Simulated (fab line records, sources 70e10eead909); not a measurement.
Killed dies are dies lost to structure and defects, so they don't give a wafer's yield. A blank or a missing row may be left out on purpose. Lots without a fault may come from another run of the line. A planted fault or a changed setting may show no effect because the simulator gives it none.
fab line records | flow nand_harc
record lots=23 wafers=69 last_day=33
route steps=1302 shown A_STAIRCASE@669
lots that met no fault: from a run of the same line without faults
start_h: hours from the record's first day to the start of the lot's first wafer shown | wait_h: hours since the lot's step before | " the same as in the row above | L1.1+2: a row that stands for several wafers | - no value, or no start given | * or withheld: withheld | < > ~ a bound
route shown NAME@n: a module of which the file shows steps, and the number in the route of the first | usual: mean/standard deviation of fault-free wafers | same: alike in all rows | chamber/n: place in a boat | sites: the reading at each site | _std_site: their standard deviation | _edge_site: outer sites' mean less inner sites' | radius_mm: how far each site lies from the wafer's centre | mask NAME#n: copy n | behind: the tool/chamber that last shaped the wafer | hold: why the lot was held/for how many hours/how that ended | device: the transistor (n, p or np) that didn't switch | end of line: the same wafers' tests at the end of the route | a step without rows: its recipe alone | killed: dies lost to structure and defects at the first sort, not the wafer's yield | map: a wafer's dies, x killed, . not, _ none there
set.NAME: the setting as run; set.NAME@STEP: as run at that earlier step | model.NAME: the simulator's own value behind a step, which no gauge read
steps of the route over a sample of lots; a table a step, a row a wafer
services: from which hour (start_h, from the record's first day; less than 0 if before it) a tool's chamber was out of use, for how many hours, and why
## steps
# step NHARC_A_STAIRCASE_ETCH_13
# recipe target_depth_a=1000 time_s=40.5 ion_energy_ev=400 c4f8_flow_sccm=20 o2_flow_sccm=10 ar_flow_sccm=withheld rf_w=600 bias_w=1000 chemistry=C4F8/O2
# usual bias_w=999.3/2.6 oes_product_au=0.942/0.013 rf_vpp_V=896/5.4
# same time_s=40.5
# columns lot.wafer tool chamber start_h wait_h bias_w oes_product_au rf_hours_counter_h rf_vpp_V
L074.2 rie_diel-08 2 - - 1001.9 0.946 53 897
L074.4 " 0 " " 1000.8 0.944 - 894
L074.5 " 3 " " 1002.2 0.931 - 904
L075.2 rie_diel-03 1 - - 995.7 0.933 23 900
L075.3 " 2 " " 1000.1 0.940 22 891
L075.6 " 1 " " 997.3 0.946 - 900
L076.1 rie_diel-02 0 - - 1002.6 0.940 56 893
L076.3 " 2 " " 1000.8 0.921 48 900
L076.2 " 3 " " 1001.2 0.927 52 888
L077.1 rie_diel-03 1 - - 1000.9 0.930 32 900
L077.2 " 2 " " 996.5 0.935 32 890
L077.5 " 2 " " 998.0 0.943 - 891
L078.3 rie_diel-03 1 - - 996.2 0.917 33 901
L078.4 " 3 " " 1003.3 0.926 31 904
L078.6 " 0 " " 997.7 0.928 - 891
L079.3 rie_diel-02 1 - - 999.9 0.942 1 904
L079.4 " 2 " " 1001.6 0.950 1 900
L079.1 " 3 " " 1001.2 0.958 1 888
L080.1 rie_diel-08 2 - - 1000.6 0.948 13 898
L080.3 " 3 " " 1005.2 0.938 14 903
L080.5 " 0 " " 995.1 0.933 - 894
L081.3 rie_diel-03 0 - - 999.6 0.964 44 892
L081.6 " 1 " " 997.4 0.942 - 899
L081.5 " 2 " " 998.4 0.937 - 890
L083.2 rie_diel-08 2 - - 1000.3 0.959 20 896
L083.4 " 3 " " 1001.2 0.943 22 902
L083.3 " 1 " " 998.9 0.951 17 893
L082.4 rie_diel-08 2 - - 1000.2 0.934 22 898
L082.3 " 0 " " 999.0 0.928 19 891
L082.6 " 3 " " 1003.5 0.929 - 903
L084.1 rie_diel-02 3 - - 996.9 0.918 20 887
L084.5 " 1 " " 997.2 0.919 - 903
L084.6 " 3 " " 999.1 0.909 - 886
L085.1 rie_diel-02 0 - - 998.9 0.933 20 893
L085.4 " 0 " " 1000.7 0.948 - 892
L085.6 " 3 " " 996.0 0.929 - 886
L087.3 rie_diel-02 1 - - 998.1 0.929 18 904
L087.6 " 0 " " 1000.9 0.947 - 891
L087.4 " 1 " " 1001.4 0.937 - 903
L089.3 rie_diel-08 1 - - 999.3 0.950 38 892
L089.5 " 1 " " 998.7 0.956 - 891
L089.6 " 2 " " 998.9 0.957 - 897
L088.2 rie_diel-08 0 - - 1000.9 0.943 37 892
L088.3 " 2 " " 996.0 0.948 42 896
L088.5 " 0 " " 1003.3 0.931 - 893
L091.2 rie_diel-08 1 - - 997.2 0.966 45 892
L091.6 " 1 " " 1000.7 0.966 - 893
L091.5 " 2 " " 998.6 0.959 - 897
L090.2 rie_diel-02 1 - - 1000.6 0.966 33 904
L090.6 " 1 " " 1001.4 0.959 - 902
L090.5 " 2 " " 1004.1 0.960 - 900
L092.2 rie_diel-08 3 - - 999.8 0.950 53 903
L092.4 " 0 " " 1003.3 0.940 47 892
L092.5 " 3 " " 1000.6 0.953 - 902
L093.2 rie_diel-08 2 - - 997.2 0.943 56 898
L093.1 " 1 " " 998.1 0.931 51 891
L093.5 " 2 " " 998.9 0.935 - 896
L095.4 rie_diel-02 0 - - 1001.2 0.944 50 893
L095.5 " 3 " " 997.5 0.938 - 888
L095.6 " 0 " " 998.0 0.948 - 893
L094.1 rie_diel-02 1 - - 1000.0 0.938 43 903
L094.3 " 3 " " 1000.0 0.919 47 886
L094.5 " 0 " " 999.4 0.936 - 892
L097.1 rie_diel-08 0 - - 994.7 0.955 5 894
L097.3 " 2 " " 1005.7 0.941 6 896
L097.5 " 0 " " 997.9 0.951 - 892
L096.4 rie_diel-03 0 - - 996.9 0.944 45 893
L096.1 " 1 " " 1005.2 0.958 37 899
L096.2 " 3 " " 998.2 0.956 38 902
# step NHARC_A_STAIRCASE_ETCH_17
# recipe target_depth_a=1000 time_s=40.5 ion_energy_ev=400 c4f8_flow_sccm=20 o2_flow_sccm=10 ar_flow_sccm=withheld rf_w=600 bias_w=1000 chemistry=C4F8/O2
# usual bias_w=1000/3 oes_product_au=0.941/0.0083 rf_vpp_V=896/5.3
# same time_s=40.5
# columns lot.wafer tool chamber start_h wait_h bias_w oes_product_au rf_hours_counter_h rf_vpp_V
L074.2 rie_diel-08 0 - - 1009 0.933 46 894
L074.5 " 0 " " 1002 0.934 - 894
L074.4 " 2 " " 996 0.930 - 898
L075.2 rie_diel-03 2 - - 1000 0.939 22 890
L075.3 " 3 " " 996 0.941 21 905
L075.6 " 0 " " 1001 0.931 - 893
L076.3 rie_diel-02 2 - - 999 0.939 48 900
L076.1 " 3 " " 996 0.937 52 889
L076.2 " 0 " " 996 0.944 56 894
L077.2 rie_diel-03 3 - - 1003 0.932 31 903
L077.1 " 0 " " 1001 0.923 26 893
L077.5 " 3 " " 999 0.936 - 905
L078.4 rie_diel-03 1 - - 1000 0.932 33 900
L078.3 " 3 " " 998 0.925 31 904
L078.6 " 2 " " 1001 0.936 - 892
L079.3 rie_diel-02 1 - - 1001 0.940 1 903
L079.4 " 2 " " 996 0.948 1 900
L079.1 " 3 " " 1003 0.935 1 887
L080.1 rie_diel-08 3 - - 1000 0.950 14 904
L080.3 " 1 " " 1002 0.942 11 893
L080.5 " 3 " " 1004 0.945 - 903
L081.3 rie_diel-03 0 - - 1004 0.944 44 892
L081.6 " 0 " " 999 0.939 - 893
L081.5 " 1 " " 999 0.952 - 900
L083.3 rie_diel-08 0 - - 997 0.939 18 893
L083.2 " 2 " " 999 0.962 21 898
L083.4 " 3 " " 999 0.949 22 903
L082.3 rie_diel-08 3 - - 998 0.940 23 903
L082.4 " 0 " " 1003 0.936 19 893
L082.6 " 3 " " 998 0.936 - 902
L084.1 rie_diel-02 3 - - 997 0.927 21 887
L084.5 " 0 " " 1002 0.945 - 891
L084.6 " 1 " " 996 0.924 - 905
L085.1 rie_diel-02 3 - - 1000 0.930 22 887
L085.6 " 3 " " 996 0.929 - 887
L085.4 " 0 " " 1001 0.940 - 893
L087.3 rie_diel-02 1 - - 1000 0.946 18 903
L087.6 " 1 " " 999 0.946 - 903
L087.4 " 3 " " 998 0.940 - 888
L089.3 rie_diel-08 2 - - 1004 0.940 42 897
L089.6 " 3 " " 998 0.944 - 902
L089.5 " 0 " " 999 0.940 - 893
L088.3 rie_diel-08 1 - - 993 0.928 39 893
L088.2 " 2 " " 1008 0.947 42 897
L088.5 " 2 " " 1006 0.950 - 897
L091.2 rie_diel-08 1 - - 1000 0.951 46 892
L091.6 " 0 " " 998 0.951 - 893
L091.5 " 1 " " 999 0.953 - 893
L090.2 rie_diel-02 0 - - 999 0.945 39 894
L090.6 " 0 " " 996 0.952 - 891
L090.5 " 1 " " 999 0.949 - 904
L092.2 rie_diel-08 3 - - 1000 0.948 53 903
L092.4 " 0 " " 1002 0.933 47 893
L092.5 " 2 " " 1000 0.939 - 898
L093.1 rie_diel-08 3 - - 999 0.943 55 904
L093.2 " 0 " " 1001 0.943 49 892
L093.5 " 0 " " 1003 0.941 - 893
L095.4 rie_diel-02 1 - - 993 0.940 43 904
L095.6 " 0 " " 996 0.936 - 892
L095.5 " 1 " " 998 0.940 - 903
L094.1 rie_diel-02 0 - - 1002 0.933 50 892
L094.3 " 1 " " 1003 0.931 43 904
L094.5 " 0 " " 1004 0.941 - 891
L097.1 rie_diel-08 1 - - 998 0.941 5 893
L097.3 " 2 " " 1001 0.944 6 895
L097.5 " 1 " " 998 0.931 - 891
L096.2 rie_diel-03 3 - - 999 0.946 38 903
L096.4 " 0 " " 997 0.960 45 891
L096.1 " 2 " " 1002 0.932 34 892
# step NHARC_A_STAIRCASE_ETCH_203
# recipe target_depth_a=1000 time_s=40.5 ion_energy_ev=400 c4f8_flow_sccm=20 o2_flow_sccm=10 ar_flow_sccm=withheld rf_w=600 bias_w=1000 chemistry=C4F8/O2
# usual bias_w=1000.0/2.6 oes_product_au=0.944/0.0081 rf_vpp_V=896/5.3
# same time_s=40.5
# columns lot.wafer tool chamber start_h wait_h bias_w oes_product_au rf_hours_counter_h rf_vpp_V
L074.2 rie_diel-03 2 - - 1000.7 0.947 23 891
L074.4 " 3 " " 1004.1 0.947 22 906
L074.5 " 1 " " 998.4 0.944 - 901
L075.3 rie_diel-03 2 - - 1001.3 0.952 24 892
L075.2 " 0 " " 999.0 0.936 17 891
L075.6 " 1 " " 1001.0 0.943 - 902
L076.3 rie_diel-02 1 - - 999.7 0.930 54 904
L076.1 " 3 " " 1000.7 0.942 54 889
L076.2 " 0 " " 1000.9 0.946 59 894
L077.2 rie_diel-03 1 - - 997.4 0.934 37 900
L077.1 " 2 " " 1003.0 0.954 36 891
L077.5 " 3 " " 996.3 0.936 - 903
L078.3 rie_diel-08 2 - - 996.3 0.949 7 898
L078.4 " 1 " " 1001.4 0.939 - 893
L078.6 " 2 " " 999.9 0.949 - 898
L079.1 rie_diel-03 3 - - 1004.2 0.926 41 904
L079.3 " 0 " " 996.5 0.934 35 895
L079.4 " 1 " " 996.8 0.944 43 901
L080.3 rie_diel-03 1 - - 999.6 0.946 43 901
L080.1 " 0 " " 1003.7 0.940 36 893
L080.5 " 1 " " 1002.6 0.949 - 901
L081.3 rie_diel-02 3 - - 1003.7 0.938 14 887
L081.5 " 1 " " 996.6 0.950 - 902
L081.6 " 2 " " 1001.1 0.946 - 899
L083.2 rie_diel-03 3 - - 1003.5 0.936 52 904
L083.4 " 0 " " 995.9 0.953 47 892
L083.3 " 2 " " 1000.3 0.941 54 890
L082.3 rie_diel-02 2 - - 1002.8 0.937 13 900
L082.6 " 3 " " 1001.3 0.945 - 888
L082.4 " 0 " " 998.8 0.941 - 892
L084.1 rie_diel-03 2 - - 999.7 0.944 1 890
L084.5 " 3 " " 998.7 0.952 - 904
L084.6 " 2 " " 999.8 0.948 - 890
L085.1 rie_diel-03 0 - - 1001.5 0.927 2 891
L085.6 " 3 " " 1002.6 0.941 - 904
L085.4 " 2 " " 1001.5 0.932 - 890
L087.3 rie_diel-08 3 - - 1002.8 0.945 38 903
L087.4 " 0 " " 997.6 0.943 34 893
L087.6 " 3 " " 1001.7 0.936 - 904
L088.3 rie_diel-08 0 - - 999.2 0.946 39 892
L088.2 " 1 " " 1002.6 0.957 40 891
L088.5 " 2 " " 1000.9 0.953 - 897
L089.3 rie_diel-02 1 - - 998.8 0.949 27 902
L089.5 " 3 " " 994.5 0.938 - 886
L089.6 " 0 " " 998.0 0.952 - 894
L091.2 rie_diel-03 0 - - 1002.2 0.942 24 892
L091.5 " 2 " " 1003.5 0.946 - 890
L091.6 " 3 " " 1000.4 0.949 - 903
L090.2 rie_diel-03 0 - - 1001.2 0.939 24 891
L090.5 " 0 " " 999.3 0.939 - 893
L090.6 " 1 " " 1003.8 0.959 - 899
L092.2 rie_diel-03 0 - - 1004.0 0.944 28 892
L092.4 " 1 " " 1000.4 0.955 25 899
L092.5 " 3 " " 1002.0 0.949 - 903
L093.2 rie_diel-03 1 - - 997.9 0.954 30 900
L093.1 " 2 " " 999.8 0.954 27 891
L093.5 " 0 " " 1005.4 0.943 - 892
L095.4 rie_diel-08 2 - - 999.7 0.950 3 897
L095.5 " 1 " " 995.9 0.940 - 893
L095.6 " 2 " " 999.0 0.955 - 897
L094.1 rie_diel-02 0 - - 997.1 0.937 53 890
L094.3 " 3 " " 1000.6 0.935 49 887
L094.5 " 0 " " 999.0 0.950 - 892
L097.3 rie_diel-08 2 - - 999.4 0.945 9 897
L097.1 " 0 " " 999.3 0.938 7 893
L097.5 " 3 " " 1001.4 0.934 - 902
L096.4 rie_diel-08 0 - - 1002.1 0.937 8 892
L096.2 " 2 " " 997.3 0.952 9 897
L096.1 " 3 " " 1001.9 0.959 8 903
# step NHARC_A_STAIRCASE_TRIM_235
# recipe time_s=211.2 o2_flow_sccm=500 ar_flow_sccm=0 bias_w=0 chemistry=O2
# usual drypump_motor_current_A=6.1/0.34 mfc_ar_sccm=0.011/0.011 oes_product_au=1.000/0.0076 rf_vpp_V=57.7/0.89 showerhead_plenum_p_Torr=3.53/0.14 throttle_valve_pct=17.036/0.0092
# same bias_w=0 time_s=211.2
# columns lot.wafer tool chamber start_h wait_h drypump_motor_current_A mfc_ar_sccm oes_product_au rf_hours_counter_h rf_vpp_V showerhead_plenum_p_Torr throttle_valve_pct
L074.4 rie_diel-03 2 - - 6.5 0.000 1.001 24 55.8 3.40 17.043
L074.2 " 0 " " 5.7 0.008 0.989 17 55.7 3.45 17.033
L074.5 " 1 " " 5.6 0.006 0.990 - 58.4 3.66 17.034
L075.3 rie_diel-08 0 - - 6.5 0.027 0.997 51 58.6 3.46 17.018
L075.2 " 2 " " 6.2 0.016 1.016 58 58.9 3.58 17.040
L075.6 " 3 " " 6.1 0.003 1.016 - 57.5 3.74 17.039
L076.1 rie_diel-02 3 - - 5.8 0.002 0.995 55 59.0 3.31 17.047
L076.2 " 0 " " 5.9 0.004 0.994 60 56.7 3.45 17.037
L076.3 " 2 " " 6.6 0.033 0.999 52 58.3 3.63 17.042
L077.2 rie_diel-03 1 - - 5.6 0.006 0.993 39 60.3 3.65 17.053
L077.1 " 3 " " 6.2 0.024 1.009 37 57.7 3.75 17.043
L077.5 " 1 " " 5.6 0.006 0.997 - 57.2 3.65 17.025
L078.4 rie_diel-02 0 - - 5.9 0.004 0.997 0 57.9 3.45 17.019
L078.3 " 2 " " 6.6 0.033 1.007 0 58.0 3.63 17.035
L078.6 " 3 " " 5.9 0.002 0.999 - 56.5 3.31 17.026
L079.3 rie_diel-02 0 - - 5.9 0.004 1.016 5 56.2 3.45 17.030
L079.4 " 1 " " 5.5 0 1.005 5 56.9 3.74 17.050
L079.1 " 2 " " 6.6 0.033 1.003 6 57.6 3.63 17.041
L080.3 rie_diel-08 1 - - 5.7 0 0.991 13 58.7 3.44 17.040
L080.1 " 2 " " 6.2 0.016 1.007 16 58.3 3.57 17.042
L080.5 " 3 " " 6.1 0.003 0.993 - 57.8 3.73 17.040
L081.3 rie_diel-08 2 - - 6.2 0.016 1.007 23 57.5 3.57 17.058
L081.6 " 1 " " 5.7 0 1.005 - 57.3 3.43 17.047
L081.5 " 2 " " 6.2 0.016 1.008 - 58.1 3.57 17.036
L083.3 rie_diel-08 2 - - 6.2 0.016 1.009 24 59.0 3.57 17.047
L083.4 " 0 " " 6.4 0.027 0.997 21 57.5 3.45 17.041
L083.2 " 1 " " 5.7 0 1.001 20 58.1 3.43 17.048
L082.3 rie_diel-02 2 - - 6.6 0.033 0.990 14 58.1 3.62 17.032
L082.4 " 3 " " 5.8 0.002 0.991 - 56.2 3.30 17.038
L082.6 " 2 " " 6.6 0.033 0.994 - 57.9 3.62 17.033
L084.1 rie_diel-03 1 - - 5.6 0.006 0.995 0 58.2 3.64 17.026
L084.5 " 2 " " 6.5 0.000 0.988 - 57.9 3.38 17.048
L084.6 " 3 " " 6.2 0.024 1.005 - 57.9 3.74 17.046
L085.1 rie_diel-08 3 - - 6.1 0.003 1.010 36 58.0 3.72 17.036
L085.4 " 0 " " 6.4 0.027 1.000 31 57.4 3.44 17.056
L085.6 " 3 " " 6.1 0.003 1.002 - 58.8 3.72 17.050
L087.3 rie_diel-08 2 - - 6.2 0.016 1.013 40 58.3 3.56 17.036
L087.4 " 0 " " 6.4 0.027 0.992 35 57.1 3.44 17.044
L087.6 " 3 " " 6.1 0.003 1.004 - 58.3 3.72 17.027
L088.3 rie_diel-08 3 - - 6.1 0.003 0.998 45 57.3 3.72 17.040
L088.2 " 0 " " 6.4 0.027 1.003 40 58.5 3.44 17.044
L088.5 " 3 " " 6.1 0.003 1.001 - 58.8 3.72 17.045
L089.3 rie_diel-03 3 - - 6.2 0.024 1.017 10 59.0 3.73 17.037
L089.5 " 3 " " 6.2 0.024 1.015 - 58.2 3.73 17.041
L089.6 " 0 " " 5.7 0.008 0.991 - 58.3 3.43 17.036
L091.2 rie_diel-08 1 - - 5.7 0 0.988 48 57.3 3.42 17.026
L091.5 " 0 " " 6.4 0.027 0.996 - 57.3 3.43 17.041
L091.6 " 1 " " 5.7 0 0.999 - 57.0 3.42 17.051
L090.2 rie_diel-03 0 - - 5.7 0.008 0.999 26 57.6 3.42 17.029
L090.5 " 3 " " 6.2 0.024 1.003 - 56.7 3.73 17.053
L090.6 " 0 " " 5.7 0.008 0.998 - 58.0 3.42 17.029
L092.4 rie_diel-02 3 - - 5.9 0.002 0.993 44 57.0 3.29 17.041
L092.2 " 1 " " 5.5 0 0.991 41 59.4 3.72 17.028
L092.5 " 2 " " 6.6 0.033 0.988 - 57.1 3.61 17.024
L093.1 rie_diel-02 2 - - 6.6 0.033 0.999 33 57.9 3.61 17.043
L093.2 " 1 " " 5.5 0 1.001 42 58.0 3.72 17.044
L093.5 " 3 " " 5.9 0.002 0.988 - 55.8 3.28 17.034
L095.4 rie_diel-08 1 - - 5.7 0 1.004 4 55.9 3.41 17.045
L095.5 " 0 " " 6.5 0.027 1.004 - 57.5 3.43 17.019
L095.6 " 1 " " 5.7 0 0.995 - 57.8 3.41 17.029
L094.1 rie_diel-08 1 - - 5.7 0 0.994 5 57.8 3.41 17.032
L094.3 " 2 " " 6.2 0.016 0.998 5 57.5 3.54 17.032
L094.5 " 3 " " 6.1 0.003 1.000 - 59.2 3.71 17.022
L097.1 rie_diel-02 2 - - 6.6 0.033 0.987 1 57.8 3.61 17.047
L097.3 " 3 " " 5.8 0.002 0.983 1 58.3 3.81 17.030
L097.5 " 1 " " 5.5 0 1.000 - 58.1 3.72 17.027
L096.2 rie_diel-08 0 - - 6.5 0.027 1.002 9 57.6 3.43 17.029
L096.4 " 2 " " 6.2 0.016 1.020 10 57.5 3.54 17.030
L096.1 " 3 " " 6.1 0.003 0.998 9 57.5 3.70 17.027
# step NHARC_A_STAIRCASE_HM_DEP_456
# recipe target_thk_a=31000 temp_c=400 material=aC
# usual throttle_valve_pct=34.999/0.01
# columns lot.wafer tool chamber start_h wait_h throttle_valve_pct
L074.2 acl_dep-03 0 363.59 - 35.009
L074.4 " 0 " " 34.989
L074.5 " 0 " " 34.980
L075.2 acl_dep-02 0 369.21 - 34.988
L075.3 " 0 " " 34.999
L075.6 " 0 " " 34.989
L076.1 acl_dep-02 0 387.37 - 35.008
L076.2 " 0 " " 35.010
L076.3 " 0 " " 35.009
L077.1 acl_dep-03 0 406.69 - 34.986
L077.2 " 0 " " 35.009
L077.5 " 0 " " 34.993
L078.3 acl_dep-02 0 408.51 - 35.012
L078.4 " 0 " " 35.001
L078.6 " 0 " " 35.019
L079.1 acl_dep-01 0 421.83 - 35.009
L079.3 " 0 " " 35.009
L079.4 " 0 " " 34.996
L080.1 acl_dep-02 0 425.35 - 35.002
L080.3 " 0 " " 35.016
L080.5 " 0 " " 35.010
L081.3 acl_dep-02 0 446.38 - 35.005
L081.5 " 0 " " 35.003
L081.6 " 0 " " 34.997
L083.2 acl_dep-03 0 448.24 - 35.009
L083.3 " 0 " " 35.016
L083.4 " 0 " " 35.003
L082.3 acl_dep-03 0 450.40 - 34.996
L082.4 " 0 " " 35.007
L082.6 " 0 " " 35.023
L084.1 acl_dep-02 0 476.89 - 35.009
L084.5 " 0 478.12 - 34.990
L084.6 " 0 " " 34.996
L085.1 acl_dep-03 0 481.48 - 35.002
L085.4 " 0 " " 34.988
L085.6 " 0 " " 34.985
L087.3 acl_dep-02 0 493.38 - 34.996
L087.4 " 0 " " 35.001
L087.6 " 0 " " 35.005
L088.2 acl_dep-01 0 507.44 - 34.988
L088.3 " 0 " " 34.990
L088.5 " 0 " " 34.982
L089.3 acl_dep-03 0 508.44 - 35.011
L089.5 " 0 " " 35.009
L089.6 " 0 " " 35.003
L091.2 acl_dep-01 0 530.80 - 35.013
L091.5 " 0 " " 35.005
L091.6 " 0 " " 35.012
L090.2 acl_dep-03 0 530.88 - 34.982
L090.5 " 0 " " 35.004
L090.6 " 0 " " 35.011
L092.2 acl_dep-03 0 553.24 - 34.995
L092.4 " 0 " " 35.007
L092.5 " 0 " " 34.995
L093.1 acl_dep-02 0 559.30 - 35.005
L093.2 " 0 " " 34.988
L093.5 " 0 " " 34.992
L094.1 acl_dep-01 0 577.84 - 34.996
L094.3 " 0 " " 35.000
L094.5 " 0 " " 35.013
L095.4 acl_dep-02 0 578.37 - 34.995
L095.5 " 0 " " 34.988
L095.6 " 0 " " 35.000
L097.1 acl_dep-02 0 588.70 - 34.996
L097.3 " 0 " " 34.984
L097.5 " 0 " " 35.000
L096.1 acl_dep-03 0 589.02 - 34.990
L096.2 " 0 " " 34.998
L096.4 " 0 " " 34.999
# step NHARC_A_STAIRCASE_HM_OPEN_457
# recipe o2_flow_sccm=400 cos_flow_sccm=20 ar_flow_sccm=0 rf_w=500 bias_w=300 chemistry=O2/COS
# usual bias_w=300.0/0.8 drypump_motor_current_A=6.0/0.36 mfc_ar_sccm=0.009/0.01 oes_product_au=1.000/0.0085 rf_vpp_V=467.5/2.9 showerhead_plenum_p_Torr=3.14/0.13 throttle_valve_pct=28.330/0.0088
# columns lot.wafer tool chamber start_h wait_h bias_w drypump_motor_current_A mfc_ar_sccm oes_product_au rf_hours_counter_h rf_vpp_V showerhead_plenum_p_Torr throttle_valve_pct
L074.2 rie_diel-03 3 - - 300.7 6.2 0.024 0.996 25 471.1 3.33 28.324
L074.4 " 0 " " 300.3 5.7 0.008 1.002 19 465.2 3.05 28.337
L074.5 " 3 " " 301.3 6.2 0.024 1.004 - 472.3 3.33 28.327
L075.2 rie_diel-03 0 - - 299.5 5.7 0.008 1.007 21 465.4 3.05 28.324
L075.3 " 1 " " 300.2 5.6 0.006 0.989 28 470.2 3.24 28.322
L075.6 " 0 " " 299.2 5.7 0.008 1.006 - 465.4 3.05 28.330
L076.2 rie_diel-02 0 - - 301.6 5.9 0.004 0.989 61 464.6 3.05 28.320
L076.3 " 1 " " 299.5 5.5 0 1.003 55 472.1 3.32 28.336
L076.1 " 2 " " 301.7 6.6 0.033 0.994 52 469.3 3.22 28.338
L077.2 rie_diel-08 3 - - 299.6 6.1 0.003 1.005 13 470.1 3.31 28.316
L077.1 " 0 " " 299.6 6.4 0.027 1.001 9 466.2 3.06 28.329
L077.5 " 1 " " 300.3 5.7 0 0.998 - 465.4 3.04 28.320
L078.4 rie_diel-03 1 - - 300.3 5.6 0.006 0.991 41 468.4 3.23 28.331
L078.3 " 2 " " 299.6 6.5 0.000 0.997 40 464.7 3.00 28.343
L078.6 " 2 " " 299.8 6.5 0.000 0.991 - 465.4 3.00 28.334
L079.3 rie_diel-08 3 - - 300.6 6.1 0.003 0.992 18 471.2 3.30 28.336
L079.1 " 0 " " 300.1 6.4 0.027 0.991 14 465.9 3.05 28.328
L079.4 " 2 " " 299.3 6.2 0.016 1.005 17 469.3 3.16 28.321
L080.1 rie_diel-08 0 - - 299.7 6.4 0.027 0.989 16 464.6 3.05 28.323
L080.3 " 2 " " 299.3 6.2 0.016 1.003 18 467.5 3.16 28.334
L080.5 " 0 " " 298.6 6.4 0.027 0.986 - 464.9 3.05 28.335
L081.3 rie_diel-08 3 - - 300.6 6.1 0.003 0.995 26 471.8 3.30 28.327
L081.6 " 1 " " 300.0 5.7 0 1.005 - 464.5 3.04 28.330
L081.5 " 2 " " 301.6 6.2 0.016 1.005 - 468.0 3.16 28.331
L083.3 rie_diel-03 2 - - 300.5 6.4 0.000 1.006 57 465.0 2.99 28.331
L083.2 " 3 " " 299.6 6.2 0.024 0.995 56 471.3 3.31 28.334
L083.4 " 0 " " 298.8 5.7 0.008 0.993 53 465.1 3.04 28.330
L082.4 rie_diel-03 2 - - 299.6 6.4 0.000 1.012 59 464.0 2.99 28.331
L082.3 " 3 " " 300.9 6.2 0.024 1.005 58 470.8 3.31 28.321
L082.6 " 2 " " 301.8 6.4 0.000 1.017 - 462.4 2.99 28.320
L084.1 rie_diel-08 1 - - 299.7 5.7 0 0.993 35 464.6 3.03 28.315
L084.6 " 1 " " 299.6 5.7 0 1.002 - 464.4 3.03 28.323
L084.5 " 2 " " 299.7 6.2 0.016 1.019 - 469.8 3.15 28.313
L085.1 rie_diel-03 2 - - 298.4 6.4 0.000 1.003 8 463.2 2.99 28.331
L085.4 " 0 " " 299.9 5.7 0.008 1.005 9 465.5 3.03 28.331
L085.6 " 3 " " 298.8 6.2 0.024 1.012 - 471.2 3.31 28.323
L087.3 rie_diel-03 2 - - 300.5 6.5 0.000 1.005 10 464.3 2.99 28.328
L087.4 " 0 " " 300.0 5.7 0.008 0.998 12 464.2 3.03 28.336
L087.6 " 3 " " 301.1 6.2 0.024 1.006 - 470.4 3.31 28.327
L088.3 rie_diel-03 3 - - 300.6 6.2 0.024 1.008 14 470.0 3.30 28.348
L088.2 " 0 " " 300.0 5.7 0.008 0.990 20 464.8 3.03 28.326
L088.5 " 2 " " 300.1 6.4 0.000 1.012 - 464.9 2.98 28.315
L089.3 rie_diel-03 1 - - 299.1 5.6 0.006 0.994 18 468.4 3.21 28.317
L089.6 " 0 " " 299.9 5.7 0.008 0.998 - 466.6 3.03 28.335
L089.5 " 1 " " 300.1 5.6 0.006 0.999 - 469.3 3.21 28.336
L090.2 rie_diel-02 2 - - 300.7 6.6 0.033 1.001 25 469.1 3.20 28.348
L090.6 " 1 " " 300.0 5.5 0 1.000 - 471.6 3.30 28.343
L090.5 " 2 " " 301.4 6.6 0.033 1.001 - 469.0 3.20 28.334
L091.2 rie_diel-03 1 - - 301.1 5.6 0.006 1.007 24 468.2 3.21 28.341
L091.5 " 1 " " 300.6 5.6 0.006 0.999 - 468.9 3.21 28.329
L091.6 " 2 " " 299.3 6.4 0.000 1.005 - 464.1 2.98 28.331
L092.2 rie_diel-03 0 - - 298.1 5.7 0.008 1.004 38 465.9 3.02 28.316
L092.4 " 1 " " 300.4 5.6 0.006 1.005 32 468.4 3.20 28.346
L092.5 " 2 " " 300.1 6.4 0.000 0.999 - 464.2 2.98 28.315
L093.2 rie_diel-02 0 - - 300.7 5.9 0.004 0.994 51 465.4 3.03 28.331
L093.1 " 2 " " 300.2 6.6 0.033 0.994 34 469.2 3.20 28.338
L093.5 " 0 " " 299.8 5.9 0.004 0.994 - 464.5 3.03 28.328
L095.4 rie_diel-02 1 - - 300.4 5.4 0 0.999 0 469.3 3.29 28.342
L095.6 " 0 " " 299.0 5.9 0.004 1.005 - 465.3 3.02 28.329
L095.5 " 1 " " 298.9 5.4 0 0.989 - 470.7 3.29 28.318
L094.1 rie_diel-03 1 - - 299.8 5.6 0.006 1.000 39 467.4 3.20 28.329
L094.3 " 3 " " 299.6 6.2 0.024 1.014 40 470.5 3.29 28.334
L094.5 " 1 " " 299.0 5.6 0.006 0.999 - 470.5 3.20 28.338
L097.3 rie_diel-02 0 - - 300.1 6.0 0.004 1.007 2 465.9 3.02 28.334
L097.1 " 3 " " 299.0 5.8 0.002 0.984 1 472.5 3.37 28.344
L097.5 " 0 " " 299.3 5.9 0.004 1.014 - 465.2 3.02 28.342
L096.2 rie_diel-02 3 - - 300.8 5.8 0.002 0.979 1 473.8 3.37 28.335
L096.1 " 0 " " 298.2 5.9 0.004 1.001 2 465.9 3.02 28.332
L096.4 " 1 " " 300.7 5.5 0 0.986 2 469.6 3.29 28.346
## services
# columns tool chamber start_h hours kind
rie_diel-02 3 337.15 5.8 repair
rie_diel-08 1 349.31 3.2 repair
rie_diel-02 3 353.28 2.9 repair
rie_diel-08 3 363.40 7.2 repair
rie_diel-08 - 368.69 9.0 pm
rie_diel-02 1 371.08 4.7 repair
acl_dep-01 - 372.71 13.0 pm
rie_diel-03 0 373.60 1.3 repair
rie_diel-03 3 389.08 1.6 repair
rie_diel-02 - 393.70 9.0 pm
rie_diel-08 0 396.13 5.1 repair
acl_dep-02 - 429.09 13.0 pm
rie_diel-02 1 440.14 22.0 repair
rie_diel-02 2 446.95 33.0 repair
rie_diel-03 1 453.94 20.0 repair
rie_diel-03 - 459.06 9.0 pm
rie_diel-02 3 477.35 3.9 repair
acl_dep-03 - 485.00 13.0 pm
rie_diel-03 3 490.72 4.6 repair
rie_diel-03 - 503.76 0.7 repair
acl_dep-03 - 518.10 0.4 repair
rie_diel-08 - 545.69 9.0 pm
rie_diel-02 - 570.70 9.0 pm
acl_dep-03 - 579.38 4.1 repair
## key
fault none
